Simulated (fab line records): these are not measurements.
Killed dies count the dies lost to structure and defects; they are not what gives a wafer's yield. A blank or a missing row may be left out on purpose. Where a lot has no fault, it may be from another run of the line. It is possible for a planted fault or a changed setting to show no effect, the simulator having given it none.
The tool behind it: which one? / flow nand-harc / 12 lots, 36 wafers sampled, at 2 steps of a route of 1159

WHAT EACH GAUGE READ, for each wafer
NHARC_A_CONTACT_CD_MEAS_53.
lot=L076; measured=day 16 16:53; on=cd-sem-02; cd-nm (nm)=190.2 190.5 190.8
lot=L074; measured=day 17 01:40; on=cd-sem-02; cd-nm (nm)=187.9 188.1 188.4
lot=L079; measured=day 17 09:30; on=cd-sem-02; cd-nm (nm)=188.9 189.3 189.3
lot=L081; measured=day 18 03:10; on=cd-sem-02; cd-nm (nm)=189.8 190.1 189.8
lot=L083; measured=day 18 17:49; on=cd-sem-02; cd-nm (nm)=190.0 190.3 190.2
lot=L086; measured=day 19 03:45; on=cd-sem-03; cd-nm (nm)=188.8 188.8 188.7
lot=L085; measured=day 19 17:37; on=cd-sem-01; cd-nm (nm)=190.9 190.4 190.5
lot=L091; measured=day 20 07:16; on=cd-sem-03; cd-nm (nm)=189.6 189.6 189.4
lot=L090; measured=day 20 12:18; on=cd-sem-03; cd-nm (nm)=189.6 190.0 189.0
lot=L096; measured=day 21 09:07; on=cd-sem-01; cd-nm (nm)=189.2 188.8 188.9
lot=L095; measured=day 21 18:17; on=cd-sem-02; cd-nm (nm)=189.5 189.1 189.7
lot=L097; measured=day 22 05:37; on=cd-sem-02; cd-nm (nm)=190.3 190.3 190.1

TOOL THAT RAN EACH LOT (tool first, then ch and the chambers of the sampled wafers, then the start)
lot=L076; NHARC_A_CONTACT_ETCH_122=har-cap-etch-02 ch 0,1, day 16 15:59
lot=L074; NHARC_A_CONTACT_ETCH_122=har-cap-etch-03 ch 0,1, day 17 00:46
lot=L079; NHARC_A_CONTACT_ETCH_122=har-cap-etch-03 ch 0,1, day 17 08:32
lot=L081; NHARC_A_CONTACT_ETCH_122=har-cap-etch-02 ch 0,1, day 18 01:56
lot=L083; NHARC_A_CONTACT_ETCH_122=har-cap-etch-01 ch 0,1, day 18 16:53
lot=L086; NHARC_A_CONTACT_ETCH_122=har-cap-etch-01 ch 0,1, day 19 02:50
lot=L085; NHARC_A_CONTACT_ETCH_122=har-cap-etch-03 ch 1, day 19 16:34
lot=L091; NHARC_A_CONTACT_ETCH_122=har-cap-etch-01 ch 0,1, day 20 06:21
lot=L090; NHARC_A_CONTACT_ETCH_122=har-cap-etch-02 ch 0,1, day 20 11:25
lot=L096; NHARC_A_CONTACT_ETCH_122=har-cap-etch-02 ch 0,1, day 21 08:14
lot=L095; NHARC_A_CONTACT_ETCH_122=har-cap-etch-03 ch 0,1, day 21 17:11
lot=L097; NHARC_A_CONTACT_ETCH_122=har-cap-etch-02 ch 0,1, day 22 04:40
- NHARC_A_CONTACT_ETCH_122: etches the open film in C4F8/O2/Ar, time 95 s, target depth 930 nm.

THE ANSWER, worked out from the rows above alone
Rule: the usual values come from the lots themselves. Put in order of their means at a reading, lots are off if they are a third of the lots or fewer, leave a main group of 4 or more, and stand apart from it by a gap of 3 or more times the standard deviation of the main group's means; of several such gaps the widest counts. A main group whose means are all the same, to the digits that the tables above print for the reading, isn't used. Also off: a lot with no number at a reading for which 4 or more lots have one. Where the step has rows for the other lots, those lots are counted as sound.
No lot is off at any reading shown: from this, nothing can be told.

WHAT THE SIMULATOR HAD INSERTED
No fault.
